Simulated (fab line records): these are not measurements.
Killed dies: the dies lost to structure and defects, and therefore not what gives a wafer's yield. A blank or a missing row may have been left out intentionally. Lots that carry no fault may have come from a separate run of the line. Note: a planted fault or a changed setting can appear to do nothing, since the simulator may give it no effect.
fab line records    flow nand-harc    part 1 of 2: steps 1 to 4 of 6
[record] lots = 22  wafers = 66  last-day = 33
route steps=1302 shown A_CHANNEL_HOLE_D2@599 A_STAIRCASE@653
lots untouched by any fault: they come from a run of this same line in which no faults occurred
start-h: hours from the record's first day to the start of the lot's first wafer shown    wait-h: hours from the lot's prior step to this one    " unchanged from the row above    L1.1+2: a single row standing in for several wafers    - value missing, or start not given    * or withheld: withheld    < > ~ a bound
route shown NAME@n: names a module that has steps shown in the file, with the first one's number in the route    usual: mean and standard deviation over wafers with no fault    same: alike in all rows    chamber/n: place in a boat    sites: readings site by site    _std_site: the values' standard deviation    _edge_site: mean of outer sites minus mean of inner sites    radius-mm: for every site, how far away it sits from the centre of the wafer    mask NAME#n: copy n    behind: the most recent tool/chamber to have shaped the wafer    hold: why the lot went on hold/how many hours it stayed there/how the hold came to an end    device: the n, p or np transistor that did not switch    end of line: the tests these same wafers got at the end of their route    step lacking rows: just its recipe    killed: dies that structure and defects cost at the first sort, which is not the same as the wafer's yield    map: a wafer's dies, marking killed ones x, the rest . and places with no die _
set.NAME: the setting the step ran with; set.NAME@STEP: the setting that earlier step ran with    model.NAME: the simulator's own value behind a step, which no gauge read
steps of the route over a sample of lots; a table a step, a row a wafer
services: from which hour (start-h, from the record's first day; less than 0 if before it) a tool's chamber was out of use, for how many hours, and why
[[steps]]
[step NHARC_A_CHANNEL_HOLE_D2_ETCH_27]
[recipe] bias-v = 400  source-w = 2000  pressure-mtorr = 25  time-s = 90  ar-flow-sccm = 375  c4f8-flow-sccm = 41.7  o2-flow-sccm = 83.3  temp-c = -20  target-depth-a = 4000  chemistry = C4F8/O2/Ar
[usual] drypump-motor-current-A = 5.3/0.46  oes-air-line-au = 0.999/0.019  rf-fwd-power-W = 1984/7.8  showerhead-plenum-p-Torr = 3.64/0.15  throttle-valve-pct = 27.620/0.0088
lot.wafer  tool         chamber  start-h  wait-h  drypump-motor-current-A  oes-air-line-au  rf-fwd-power-W  rf-hours-counter-h  showerhead-plenum-p-Torr  throttle-valve-pct
L075.1     har-etch-01  0        307.92   0.2     5.6                      1.030            1980            161                 3.51                      27.621
L075.4     "            0        "        "       5.6                      1.044            1980            -                   3.51                      27.631
L075.5     "            1        "        "       4.7                      0.985            1999            -                   3.66                      27.613
L074.3     har-etch-02  0        309.29   0.2     4.9                      0.992            1984            -                   3.64                      27.626
L074.4     "            1        "        "       5.9                      0.991            1984            -                   3.76                      27.625
L074.5     "            0        "        "       4.9                      1.024            1996            -                   3.64                      27.632
L076.1     har-etch-01  1        327.88   0.2     4.8                      1.025            1989            165                 3.66                      27.624
L076.4     "            1        "        "       4.8                      0.989            1985            -                   3.66                      27.609
L076.3     "            0        "        "       5.6                      0.996            1975            -                   3.51                      27.630
L079.2     har-etch-02  1        338.71   0.2     5.8                      0.991            1988            385                 3.76                      27.615
L079.1     "            0        "        "       4.9                      0.997            1983            370                 3.63                      27.626
L079.6     "            0        "        "       4.9                      1.004            1981            -                   3.63                      27.626
L077.2     har-etch-01  1        340.82   0.2     4.8                      0.964            1981            177                 3.66                      27.622
L077.4     "            0        "        "       5.6                      0.988            1981            -                   3.50                      27.610
L077.6     "            0        "        "       5.6                      1.016            1974            -                   3.50                      27.625
L078.1     har-etch-02  1        342.89   0.2     5.8                      0.983            1993            389                 3.76                      27.621
L078.4     "            1        "        "       5.9                      0.971            1991            -                   3.76                      27.613
L078.6     "            0        "        "       4.9                      1.017            1981            -                   3.63                      27.624
L080.2     har-etch-01  1        353.83   0.2     4.8                      1.010            1982            188                 3.65                      27.614
L080.1     "            0        "        "       5.6                      0.986            1970            188                 3.50                      27.631
L080.3     "            1        "        "       4.7                      0.996            1993            -                   3.65                      27.609
L081.1     har-etch-01  1        364.75   0.2     4.8                      0.973            1985            195                 3.64                      27.616
L081.3     "            0        "        "       5.6                      1.015            1975            -                   3.49                      27.616
L081.5     "            1        "        "       4.8                      0.975            1996            -                   3.64                      27.633
L083.2     har-etch-01  1        401.06   0.2     4.8                      1.027            2000            215                 3.63                      27.624
L083.4     "            1        "        "       4.7                      1.007            1997            -                   3.63                      27.615
L083.5     "            0        "        "       5.6                      0.970            1982            -                   3.48                      27.606
L085.2     har-etch-01  0        405.20   0.2     5.6                      1.035            1984            219                 3.48                      27.618
L085.3     "            1        "        "       4.7                      0.997            1987            -                   3.63                      27.610
L085.6     "            1        "        "       4.8                      0.992            1981            -                   3.63                      27.613
L084.1     har-etch-02  1        405.99   0.2     5.9                      0.999            1981            11                  3.74                      27.615
L084.4     "            1        "        "       5.9                      0.993            1988            -                   3.74                      27.621
L084.3     "            0        "        "       4.9                      0.996            1987            -                   3.97                      27.623
L086.1     har-etch-01  0        429.58   0.2     5.6                      0.976            1981            230                 3.48                      27.625
L086.4     "            1        "        "       4.8                      0.984            1997            -                   3.63                      27.626
L086.6     "            1        "        "       4.8                      1.003            1979            -                   3.63                      27.617
L089.1     har-etch-01  1        442.77   0.2     4.8                      0.999            1981            238                 3.62                      27.614
L089.2     "            0        "        "       5.6                      0.995            1982            238                 3.47                      27.631
L089.6     "            1        "        "       4.8                      1.003            1991            -                   3.62                      27.626
L088.4     har-etch-02  0        444.77   0.2     4.9                      0.999            1987            -                   3.96                      27.612
L088.3     "            1        "        "       5.9                      1.016            1997            -                   3.73                      27.619
L088.6     "            1        "        "       5.9                      1.040            1997            -                   3.73                      27.631
L087.1     har-etch-01  1        446.91   0.2     4.7                      0.964            1985            242                 3.62                      27.611
L087.4     "            1        "        "       4.7                      1.033            1979            -                   3.62                      27.610
L087.3     "            0        "        "       5.6                      1.001            1981            -                   3.47                      27.627
L090.3     har-etch-01  1        459.90   0.2     4.8                      1.019            1994            -                   3.61                      27.624
L090.4     "            0        "        "       5.6                      0.994            1982            -                   3.47                      27.631
L090.5     "            0        "        "       5.6                      1.024            1982            -                   3.46                      27.636
L092.1     har-etch-01  1        469.06   0.2     4.8                      0.974            1982            253                 3.61                      27.609
L092.2     "            0        "        "       5.6                      1.021            1959            253                 3.46                      27.623
L092.6     "            1        "        "       4.7                      0.988            1991            -                   3.61                      27.623
L091.2     har-etch-02  1        469.93   0.2     5.9                      1.015            1989            45                  3.72                      27.621
L091.1     "            0        "        "       4.9                      1.002            1980            45                  3.95                      27.603
L091.6     "            1        "        "       5.9                      1.027            1992            -                   3.72                      27.611
L095.1     har-etch-01  0        505.41   0.2     5.6                      0.999            1985            276                 3.45                      27.622
L095.3     "            1        "        "       4.8                      0.956            1984            -                   3.60                      27.619
L095.5     "            0        "        "       5.6                      0.982            1980            -                   3.45                      27.603
L094.1     har-etch-02  1        505.76   0.2     5.8                      0.989            1998            68                  3.70                      27.621
L094.4     "            0        "        "       4.9                      0.984            1991            -                   3.94                      27.630
L094.6     "            1        "        "       5.9                      0.995            1998            -                   3.70                      27.624
L096.1     har-etch-01  0        509.54   0.2     5.6                      0.977            1985            280                 3.45                      27.637
L096.2     "            1        "        "       4.8                      1.007            1999            280                 3.60                      27.619
L096.4     "            1        "        "       4.8                      1.018            1992            -                   3.60                      27.620
L097.1     har-etch-02  0        527.93   0.2     4.9                      0.998            1983            80                  3.93                      27.623
L097.4     "            0        "        "       4.9                      0.984            1985            -                   3.93                      27.620
L097.6     "            1        "        "       5.9                      1.024            1988            -                   3.70                      27.625
[step NHARC_A_STAIRCASE_STRIP_171]
[recipe] power-w = 1500  temp-c = 250  chemistry = O2
[usual] drypump-motor-current-A = 5.2/0.37  heater-power-w = 346/14
lot.wafer  tool             chamber  start-h  wait-h  drypump-motor-current-A  heater-power-w  rf-hours-counter-h
L074.4     plasma-asher-01  0        360.94   -       5.5                      354             -
L074.3     "                1        "        "       5.6                      349             -
L074.5     "                0        "        "       5.6                      349             -
L075.1     plasma-asher-02  1        361.04   -       4.7                      356             21
L075.4     "                0        "        "       5.3                      335             -
L075.5     "                0        "        "       5.4                      329             -
L076.1     plasma-asher-02  0        381.14   -       5.4                      330             25
L076.4     "                1        "        "       4.7                      363             -
L076.3     "                0        "        "       5.4                      338             -
L078.1     plasma-asher-02  1        392.64   -       4.7                      363             28
L078.4     "                0        "        "       5.3                      325             -
L078.6     "                1        "        "       4.7                      367             -
L077.2     plasma-asher-01  0        392.79   -       5.6                      347             8
L077.4     "                1        "        "       5.6                      337             -
L077.6     "                1        "        "       5.6                      347             -
L079.1     plasma-asher-02  1        396.27   -       4.7                      358             28
L079.2     "                0        "        "       5.4                      329             28
L079.6     "                1        "        "       4.7                      360             -
L080.1     plasma-asher-02  1        407.61   -       4.7                      360             32
L080.2     "                0        "        "       5.4                      334             32
L080.3     "                1        "        "       4.7                      360             -
L081.1     plasma-asher-02  1        417.33   -       4.7                      369             36
L081.3     "                1        "        "       4.7                      367             -
L081.5     "                1        "        "       4.7                      357             -
L083.2     plasma-asher-02  0        455.60   -       5.4                      330             11
L083.4     "                0        "        "       5.4                      327             -
L083.5     "                0        "        "       5.4                      332             -
L085.2     plasma-asher-02  0        455.93   -       5.4                      332             11
L085.3     "                0        "        "       5.4                      334             -
L085.6     "                0        "        "       5.4                      332             -
L084.1     plasma-asher-02  0        456.95   -       5.4                      333             11
L084.4     "                0        "        "       5.4                      327             -
L084.3     "                1        "        "       4.7                      348             -
L086.1     plasma-asher-02  1        486.37   -       4.7                      359             23
L086.4     "                1        "        "       4.7                      362             -
L086.6     "                1        "        "       4.7                      355             -
L089.1     plasma-asher-02  0        498.15   -       5.3                      331             26
L089.2     "                1        "        "       4.7                      358             26
L089.6     "                0        "        "       5.4                      332             -
L087.1     plasma-asher-02  0        498.76   -       5.4                      338             27
L087.4     "                1        "        "       4.7                      360             -
L087.3     "                0        "        "       5.4                      326             -
L088.3     plasma-asher-02  1        504.28   -       4.7                      363             -
L088.4     "                0        "        "       5.4                      333             -
L088.6     "                1        "        "       4.7                      356             -
L090.3     plasma-asher-02  0        512.50   -       5.4                      340             -
L090.4     "                1        "        "       4.7                      353             -
L090.5     "                1        "        "       4.7                      364             -
L091.2     plasma-asher-02  0        524.02   -       5.3                      323             38
L091.1     "                1        "        "       4.7                      361             38
L091.6     "                1        "        "       4.7                      362             -
L092.1     plasma-asher-02  0        524.30   -       5.4                      343             38
L092.2     "                1        "        "       4.7                      363             38
L092.6     "                0        "        "       5.4                      328             -
L094.1     plasma-asher-01  0        559.01   -       5.5                      342             6
L094.4     "                0        "        "       5.6                      340             -
L094.6     "                1        "        "       5.6                      360             -
L096.1     plasma-asher-02  1        559.17   -       4.7                      348             45
L096.2     "                0        "        "       5.4                      330             45
L096.4     "                0        "        "       5.3                      325             -
L095.1     plasma-asher-01  0        559.33   -       5.6                      342             7
L095.3     "                1        "        "       5.6                      342             -
L095.5     "                1        "        "       5.7                      358             -
L097.1     plasma-asher-01  1        580.38   -       5.6                      344             11
L097.4     "                0        "        "       5.6                      349             -
L097.6     "                0        "        "       5.6                      356             -
[step NHARC_A_STAIRCASE_DESCUM_11]
[recipe] time-s = 3  o2-flow-sccm = 200  ar-flow-sccm = 0  bias-power-w = 0  chemistry = O2
[usual] drypump-motor-current-A = 5.6/0.39  oes-product-au = 0.999/0.011  rf-vpp-V = 57.8/0.92  showerhead-plenum-p-Torr = 1.92/0.09  throttle-valve-pct = 11.313/0.0094
[same] bias-power-w = 0
lot.wafer  tool         chamber  start-h  wait-h  drypump-motor-current-A  oes-product-au  rf-hours-counter-h  rf-vpp-V  showerhead-plenum-p-Torr  throttle-valve-pct
L074.4     rie-diel-09  3        362.38   -       4.9                      1.007           11                  57.3      1.93                      11.330
L074.3     "            0        "        "       5.8                      1.017           10                  59.5      2.05                      11.301
L074.5     "            2        "        "       5.6                      1.002           -                   56.9      1.84                      11.314
L075.1     rie-diel-03  3        362.53   -       5.8                      0.985           18                  58.8      1.85                      11.318
L075.4     "            0        "        "       6.1                      1.003           17                  58.5      1.84                      11.316
L075.5     "            3        "        "       5.8                      0.989           -                   56.7      1.85                      11.303
L076.1     rie-diel-06  1        382.63   -       4.8                      1.001           29                  58.1      1.86                      11.307
L076.3     "            3        "        "       5.4                      1.006           25                  58.3      2.07                      11.310
L076.4     "            1        "        "       4.8                      1.006           -                   56.1      1.86                      11.315
L078.1     rie-diel-06  2        394.17   -       5.7                      1.000           27                  58.8      2.07                      11.317
L078.4     "            0        "        "       5.5                      0.990           30                  57.9      2.05                      11.319
L078.6     "            2        "        "       5.7                      0.998           -                   57.8      2.07                      11.309
L077.2     rie-diel-09  1        394.33   -       5.5                      1.014           20                  56.6      1.83                      11.308
L077.4     "            2        "        "       5.5                      1.010           20                  57.7      1.84                      11.304
L077.6     "            1        "        "       5.5                      1.018           -                   58.0      1.83                      11.319
L079.2     rie-diel-03  3        397.67   -       5.9                      0.994           26                  57.9      1.85                      11.315
L079.1     "            0        "        "       6.1                      1.001           29                  56.8      1.84                      11.301
L079.6     "            3        "        "       5.9                      0.991           -                   58.6      1.85                      11.315
L080.1     rie-diel-06  1        409.12   -       4.9                      0.991           38                  57.5      1.86                      11.312
L080.2     "            2        "        "       5.7                      0.992           36                  58.4      2.06                      11.328
L080.3     "            3        "        "       5.4                      0.993           36                  59.7      2.06                      11.320
L081.1     rie-diel-03  2        418.85   -       6.0                      1.003           35                  57.9      1.95                      11.324
L081.3     "            0        "        "       6.1                      0.999           39                  56.9      1.83                      11.319
L081.5     "            3        "        "       5.9                      0.990           -                   57.7      1.85                      11.312
L083.2     rie-diel-09  3        457.11   -       4.9                      1.004           37                  58.6      1.92                      11.317
L083.4     "            3        "        "       4.9                      1.011           -                   57.4      1.92                      11.326
L083.5     "            2        "        "       5.6                      1.003           -                   57.3      1.83                      11.328
L085.3     rie-diel-06  3        457.40   -       5.4                      0.996           53                  58.5      2.06                      11.309
L085.2     "            2        "        "       5.7                      0.999           53                  59.8      2.06                      11.309
L085.6     "            0        "        "       5.4                      1.003           -                   59.0      2.04                      11.324
L084.4     rie-diel-03  1        458.47   -       5.6                      1.012           47                  58.6      1.95                      11.300
L084.1     "            2        "        "       6.0                      1.002           43                  57.0      1.95                      11.315
L084.3     "            3        "        "       5.9                      0.980           43                  56.6      1.84                      11.300
L086.4     rie-diel-09  2        487.83   -       5.6                      1.000           56                  58.1      1.83                      11.324
L086.1     "            1        "        "       5.5                      1.018           55                  57.5      1.82                      11.334
L086.6     "            3        "        "       4.9                      1.015           -                   57.5      1.91                      11.329
L089.2     rie-diel-06  0        499.66   -       5.4                      0.990           4                   57.7      2.03                      11.299
L089.1     "            2        "        "       5.7                      0.982           2                   58.3      2.05                      11.304
L089.6     "            0        "        "       5.4                      0.983           -                   57.6      2.03                      11.306
L087.1     rie-diel-03  0        500.24   -       6.1                      0.982           9                   56.0      1.83                      11.295
L087.3     "            2        "        "       6.0                      0.988           13                  57.3      1.95                      11.309
L087.4     "            1        "        "       5.6                      0.995           -                   57.6      1.94                      11.305
L088.3     rie-diel-03  3        505.75   -       5.9                      0.989           14                  56.6      1.84                      11.308
L088.4     "            0        "        "       6.1                      0.985           11                  56.3      1.83                      11.292
L088.6     "            2        "        "       6.0                      0.988           -                   58.4      1.94                      11.323
L090.3     rie-diel-09  2        513.80   -       5.5                      0.999           1                   57.0      1.83                      11.324
L090.4     "            0        "        "       5.8                      1.005           1                   57.9      2.04                      11.311
L090.5     "            1        "        "       5.5                      0.994           -                   56.7      1.81                      11.306
L091.2     rie-diel-03  3        525.41   -       5.9                      1.000           23                  56.8      1.84                      11.311
L091.1     "            1        "        "       5.6                      1.010           18                  56.4      1.94                      11.322
L091.6     "            3        "        "       5.9                      0.994           -                   57.7      1.84                      11.306
L092.1     rie-diel-09  3        525.82   -       4.9                      1.007           6                   58.6      1.91                      11.315
L092.2     "            0        "        "       5.8                      1.008           6                   58.7      2.04                      11.313
L092.6     "            0        "        "       5.8                      1.011           -                   58.2      2.04                      11.318
L094.4     rie-diel-06  3        560.53   -       5.4                      0.991           20                  56.5      2.05                      11.303
L094.1     "            1        "        "       4.9                      1.019           23                  57.6      1.84                      11.309
L094.6     "            2        "        "       5.7                      0.975           -                   57.7      2.05                      11.325
L096.2     rie-diel-03  2        560.69   -       6.0                      1.001           34                  57.8      1.94                      11.320
L096.4     "            3        "        "       5.8                      0.980           34                  58.4      1.83                      11.311
L096.1     "            0        "        "       6.1                      0.979           29                  55.9      1.82                      11.304
L095.3     rie-diel-03  0        560.87   -       6.1                      0.994           29                  57.1      1.82                      11.317
L095.1     "            2        "        "       6.1                      0.990           34                  58.3      1.94                      11.306
L095.5     "            0        "        "       6.1                      0.992           -                   57.8      1.82                      11.307
L097.4     rie-diel-03  3        581.77   -       5.8                      0.983           43                  56.4      1.83                      11.307
L097.1     "            0        "        "       6.1                      0.985           35                  58.2      1.82                      11.315
L097.6     "            2        "        "       6.1                      0.996           -                   58.7      1.94                      11.315
[step NHARC_A_STAIRCASE_ETCH_15]
[recipe] target-depth-a = 1000  time-s = 40.5  ion-energy-ev = 400  c4f8-flow-sccm = 20  o2-flow-sccm = 10  ar-flow-sccm = withheld  rf-w = 600  bias-w = 1000  chemistry = C4F8/O2
[usual] oes-product-au = 0.946/0.013  rf-fwd-power-W = 592/3.1  rf-vpp-V = 897/5.9
lot.wafer  tool         chamber  start-h  wait-h  oes-product-au  rf-fwd-power-W  rf-hours-counter-h  rf-vpp-V
L074.3     rie-diel-09  1        -        -       0.937           597             11                  890
L074.4     "            2        "        "       0.933           593             12                  894
L074.5     "            1        "        "       0.946           595             -                   890
L075.1     rie-diel-03  2        -        -       0.952           596             18                  898
L075.4     "            3        "        "       0.946           590             18                  891
L075.5     "            0        "        "       0.950           590             -                   890
L076.4     rie-diel-06  3        -        -       0.933           595             25                  905
L076.3     "            0        "        "       0.943           585             28                  903
L076.1     "            1        "        "       0.949           592             29                  892
L078.4     rie-diel-06  2        -        -       0.931           589             28                  904
L078.1     "            3        "        "       0.936           596             27                  906
L078.6     "            2        "        "       0.935           593             -                   905
L077.4     rie-diel-09  3        -        -       0.946           595             18                  896
L077.2     "            0        "        "       0.947           590             19                  904
L077.6     "            3        "        "       0.950           594             -                   898
L079.2     rie-diel-03  1        -        -       0.955           592             31                  898
L079.1     "            2        "        "       0.952           596             28                  898
L079.6     "            1        "        "       0.967           593             -                   900
L080.1     rie-diel-06  3        -        -       0.957           594             36                  905
L080.3     "            0        "        "       0.940           589             37                  904
L080.2     "            2        "        "       0.948           595             36                  904
L081.3     rie-diel-03  0        -        -       0.959           590             40                  892
L081.1     "            1        "        "       0.955           593             39                  900
L081.5     "            3        "        "       0.923           589             -                   891
L085.3     rie-diel-06  2        -        -       0.943           590             54                  905
L085.2     "            3        "        "       0.949           596             53                  904
L085.6     "            3        "        "       0.940           596             -                   903
L084.1     rie-diel-03  3        -        -       0.932           588             43                  892
L084.3     "            0        "        "       0.953           593             48                  891
L084.4     "            2        "        "       0.937           593             43                  899
L083.4     rie-diel-09  0        -        -       0.975           594             35                  903
L083.2     "            3        "        "       0.942           595             41                  896
L083.5     "            0        "        "       0.984           592             -                   906
L086.4     rie-diel-09  1        -        -       0.979           594             56                  889
L086.1     "            3        "        "       0.966           593             52                  896
L086.6     "            1        "        "       0.969           593             -                   888
L089.2     rie-diel-06  3        -        -       0.952           595             4                   905
L089.1     "            0        "        "       0.951           587             4                   904
L089.6     "            2        "        "       0.937           593             -                   905
L087.1     rie-diel-03  0        -        -       0.916           590             9                   891
L087.3     "            2        "        "       0.932           596             13                  898
L087.4     "            2        "        "       0.930           597             -                   898
L088.3     rie-diel-03  3        -        -       0.929           589             15                  890
L088.4     "            2        "        "       0.941           595             15                  898
L088.6     "            0        "        "       0.927           590             -                   890
L090.3     rie-diel-09  2        -        -       0.939           591             1                   890
L090.4     "            3        "        "       0.946           593             1                   896
L090.5     "            2        "        "       0.941           589             -                   891
L091.1     rie-diel-03  0        -        -       0.944           591             20                  890
L091.2     "            1        "        "       0.967           592             18                  897
L091.6     "            3        "        "       0.928           590             -                   892
L092.1     rie-diel-09  0        -        -       0.952           591             6                   903
L092.2     "            1        "        "       0.951           595             6                   890
L092.6     "            1        "        "       0.951           597             -                   890
L094.4     rie-diel-06  0        -        -       0.928           586             27                  903
L094.1     "            1        "        "       0.959           589             24                  891
L094.6     "            0        "        "       0.924           585             -                   903
L096.2     rie-diel-03  0        -        -       0.932           589             29                  889
L096.1     "            1        "        "       0.947           592             29                  898
L096.4     "            3        "        "       0.928           588             35                  892
L095.3     rie-diel-03  2        -        -       0.947           598             34                  898
L095.1     "            1        "        "       0.937           592             29                  898
L095.5     "            3        "        "       0.928           592             -                   891
L097.1     rie-diel-03  0        -        -       0.933           592             36                  890
L097.4     "            1        "        "       0.957           591             35                  896
L097.6     "            3        "        "       0.935           592             -                   892
